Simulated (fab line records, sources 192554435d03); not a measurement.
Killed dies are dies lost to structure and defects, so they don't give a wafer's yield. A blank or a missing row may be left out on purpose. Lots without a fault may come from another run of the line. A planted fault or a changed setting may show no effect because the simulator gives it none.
Chamber matching | flow n5_finfet | N5_BEOL_M12_ILD_DEP_00 on pecvd-03: 3 sister chambers
The step deposits SiOC from DEMS/O2, target thk 658.92 nm, time 130.7 s. 16 wafers are shown with their chamber, then 8 later ones without.

WAFERS WITH THEIR CHAMBER
wafer  | chamber | throttle_valve_pct (%) | showerhead_plenum_p_Torr (Torr) | heater_power_w (W)
L076.2 | 0       | 12.0                   | 5.707                           | 524
L076.5 | 0       | 12.1                   | 5.695                           | 539
L076.6 | 2       | 10.8                   | 5.677                           | 489
L078.3 | 0       | 12.2                   | 5.712                           | 554
L078.4 | 2       | 10.9                   | 5.668                           | 570
L078.6 | 1       | 12.1                   | 5.706                           | 484
L085.1 | 1       | 12.3                   | 5.706                           | 462
L085.2 | 0       | 11.9                   | 5.706                           | 576
L085.6 | 2       | 10.9                   | 5.672                           | 604
L086.2 | 0       | 12.0                   | 5.706                           | 556
L086.3 | 1       | 12.3                   | 5.708                           | 517
L086.6 | 2       | 10.9                   | 5.686                           | 615
L089.2 | 0       | 12.3                   | 5.689                           | 494
L089.4 | 0       | 11.9                   | 5.711                           | 526
L089.5 | 1       | 12.1                   | 5.701                           | 495
L088.1 | 2       | 11.0                   | 5.670                           | 595

SIGNATURES (means of the wafers above)
reading                  | chamber 0 | chamber 1 | chamber 2 | scatter within a chamber
throttle_valve_pct       | 12.057    | 12.200    | 10.900    | 0.123
showerhead_plenum_p_Torr | 5.70371   | 5.70525   | 5.67460   | 0.00718
heater_power_w           | 538.43    | 489.50    | 574.60    | 35.2
Rule: a wafer's distance from a chamber is the root of the sum, over the readings, of the square of ((its reading less the chamber's mean) divided by the reading's scatter). The wafer belongs to the nearest chamber; if the next one is less than 2 further off, it can't be placed. The scatter: the root of (the sum of the squares of (reading less its chamber's mean) over the shown wafers, divided by (wafers less chambers)).

WAFERS WITHOUT THEIR CHAMBER
wafer  | throttle_valve_pct (%) | showerhead_plenum_p_Torr (Torr) | heater_power_w (W)
L088.2 | 12.2                   | 5.694                           | 572
L088.3 | 12.2                   | 5.717                           | 477
L092.2 | 10.7                   | 5.672                           | 593
L092.3 | 12.1                   | 5.704                           | 492
L092.4 | 10.9                   | 5.677                           | 613
L090.2 | 12.1                   | 5.691                           | 555
L090.3 | 11.1                   | 5.679                           | 588
L090.6 | 12.0                   | 5.698                           | 510

WHICH CHAMBER EACH WENT THROUGH
wafer  | from the rows above     | in truth
L088.2 | can't be placed: 0 or 1 | 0
L088.3 | can't be placed: 1 or 0 | 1
L092.2 | 2                       | 2
L092.3 | can't be placed: 1 or 0 | 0
L092.4 | 2                       | 2
L090.2 | can't be placed: 0 or 1 | 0
L090.3 | 2                       | 2
L090.6 | can't be placed: 0 or 1 | 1
Placed correctly: 3 of 8. Can't be placed from these rows: 5 (the true chamber is among the candidates in 5). Placed wrongly: 0.
